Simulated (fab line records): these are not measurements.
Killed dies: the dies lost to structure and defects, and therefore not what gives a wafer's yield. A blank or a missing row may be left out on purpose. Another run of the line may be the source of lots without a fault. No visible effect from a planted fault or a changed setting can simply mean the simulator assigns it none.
Struck lot and sound lot, side by side | flow n5_finfet | 15 steps out of a route of 1938
Sound: wafers L617.1, L617.5, L617.6. Struck: wafers L610.2, L610.5. (L610.1 of the same lot was not struck and is left out.) The cause comes at the end.
Each step with rows lists, per side, the tool, then ch with its chambers, then its first start. Under that, the readings that differ: sound wafers | struck wafers | difference of the means | sigmas: that difference in standard deviations of wafers without a fault.
alike: words and numbers the same on both sides, and readings whose means are apart by under 2 such deviations; not compared: readings that were withheld, readings missing a value for some wafer, numbers with overlapping values and no deviation given by the record, and bounds like >300 which may hide the same value.
A row with sigmas, a row that says differs or no value, or rows on one side alone: a step with any of these is where the two part. Non-overlapping numbers with no deviation appear without sigmas and do not part them. Lack of a reading on every wafer of one side parts them only where that side has two or more wafers.

N5_BEOL_M10_TRENCH_ETCH_37: etches SiCOH lowk in C4F6/O2, target depth 148.83 nm, time 48 s.
  sound on rie_diel-05 ch 0,3; struck on rie_diel-05 ch 1
  alike: bias_w, drypump_motor_current_A, oes_product_au, rf_vpp_V, showerhead_plenum_p_Torr, throttle_valve_pct
  not compared: rf_hours_counter_h
then, 1 step without rows for these wafers: N5_BEOL_M10_ETCH_41 (etches SiCN in CH3F/O2, target depth 42.6 nm, time 86 s).
N5_BEOL_M10_STRIP_77: strips in N2/H2, time 10 s.
  sound on rie_diel-05 ch 0,3; struck on rie_diel-05 ch 1
  reading                | sound             | struck      | difference | sigmas
  throttle_valve_pct (%) | 23.72 23.70 23.55 | 23.18 23.19 | -0.47      | -2
  alike: drypump_motor_current_A, h2_flow_sccm, oes_product_au, rf_vpp_V, showerhead_plenum_p_Torr
  not compared: rf_hours_counter_h
N5_BEOL_M10_OCD_MEAS_38:
  sound on ocd-01, day 15 10:41; struck on ocd-02, day 15 11:11
  alike: trench_depth_nm
then, 4 steps without rows for these wafers: N5_BEOL_M10_HM_STRIP_39 (strips TiN in peroxide tin strip, target depth 25 nm, time 158 s); N5_BEOL_M10_SRD_40 (time 30 s); N5_BEOL_M10_PRECLEAN_42 (cleans in residue remover, time 60 s); N5_BEOL_M10_SRD_43 (time 30 s).
N5_BEOL_M10_CD_MEAS_35: target cd 70 nm.
  sound on cd_sem-01, day 15 10:50; struck on cd_sem-02, day 15 11:21
  alike: cd_nm
N5_BEOL_M10_CURE_72: cures SiCOH lowk, time 120 s.
  sound on uv_cure-01 ch 2, day 15 10:52; struck on uv_cure-02 ch 1, day 15 11:23
  alike: lamp_power_pct, wafer_temp_C_max
N5_BEOL_M10_DEGAS_44: time 60 s.
  sound on pvd_sputter-01, day 15 11:15; struck on pvd_sputter-01, day 15 12:15
  alike: heater_power_w
N5_BEOL_M10_PRE_CLEAN_45: time 30 s.
  sound on pvd_sputter-01, day 15 11:17; struck on pvd_sputter-01, day 15 12:17
  alike: heater_power_w
N5_BEOL_M10_ALD_74: deposits TaN, target thk 2 nm, pulse time 2 s, purge time 3 s.
  sound on ald_metal-01 ch 1,2, day 15 11:28; struck on ald_metal-02 ch 2, day 15 12:21
  reading    | sound    | struck | difference | sigmas
  ald_cycles | 40 40 40 | 35 35  | -5         |
  alike: heater_power_outer_w, heater_power_w
then, 1 step without rows for these wafers: N5_BEOL_M10_SURFACE_TREAT_76.
-- the record jumps here: 2 days lie between the struck wafers' starts before and after (it left off in module BEOL_M10 and takes up again in module PASSIVATION, whose first step shown is number 1936 of the route) --
N5_PASSIVATION_PROBE_49:
  sound on prober-01, day 17 23:42; struck on prober-02, day 17 22:59
  reading                 | sound       | struck  | difference | sigmas
  sort_bin_5_function (%) | 7.3 6.0 8.1 | 4.8 4.9 | -2.3       | -2
  alike: defect_limited_yield, killed_at_M0_to_M3, killed_at_M4_up, killed_at_contacts, killed_at_front_end, killed_at_other, killed_dies, killed_open, killed_short, sort_bin_6_memory, sort_n_pass, sort_yield_pct

## WHERE THEY PART
First at N5_BEOL_M10_STRIP_77; last, within this record, at N5_PASSIVATION_PROBE_49.

WHY: the cause the simulator had injected
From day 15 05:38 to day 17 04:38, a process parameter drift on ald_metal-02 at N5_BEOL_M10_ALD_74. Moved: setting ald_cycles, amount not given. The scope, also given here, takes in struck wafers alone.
